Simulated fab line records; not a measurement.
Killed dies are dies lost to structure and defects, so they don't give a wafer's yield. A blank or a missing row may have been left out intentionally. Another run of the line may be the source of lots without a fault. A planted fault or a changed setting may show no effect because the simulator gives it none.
Chamber matching | flow n5 finfet | N5_BEOL_M0_SAQP_STRIP_108 on rie diel-01 has 4 sister chambers
The step strips in N2/H2. 4 wafers are shown with their chamber, then 9 later ones without.

WAFERS, EACH WITH ITS CHAMBER
wafer  | chamber | showerhead plenum p Torr (Torr)
L085.1 | 0       | 3.39
L088.1 | 1       | 3.29
L088.2 | 3       | 3.33
L088.3 | 2       | 3.47

WAFERS WHOSE CHAMBER IS MISSING
wafer  | showerhead plenum p Torr (Torr)
L090.1 | 3.32
L090.3 | 3.39
L090.5 | 3.46
L095.1 | 3.46
L095.2 | 3.32
L095.4 | 3.28
L096.4 | 3.38
L096.5 | 3.46
L096.6 | 3.32

WHICH CHAMBER EACH ONE RAN IN
wafer  | from the rows above | in truth
L090.1 | 3                   | 3
L090.3 | 0                   | 0
L090.5 | 2                   | 2
L095.1 | 2                   | 2
L095.2 | 3                   | 3
L095.4 | 1                   | 1
L096.4 | 0                   | 0
L096.5 | 2                   | 2
L096.6 | 3                   | 3
9 of 9 placed correctly. Can't be placed from these rows: 0. Number placed wrongly: 0.
How it was worked out, from the rows above alone: a wafer's distance from a chamber is the root of the sum, over the readings, of the square of ((its reading less the chamber's mean) divided by the reading's scatter). If the next closest chamber is less than 2 further off than the closest, the wafer can't be placed; otherwise it belongs to the closest. A chamber's mean is the mean of its shown wafers. The scatter: with one shown wafer a chamber, the root of the mean of the squares of how far each hidden wafer lies from its nearest shown one.
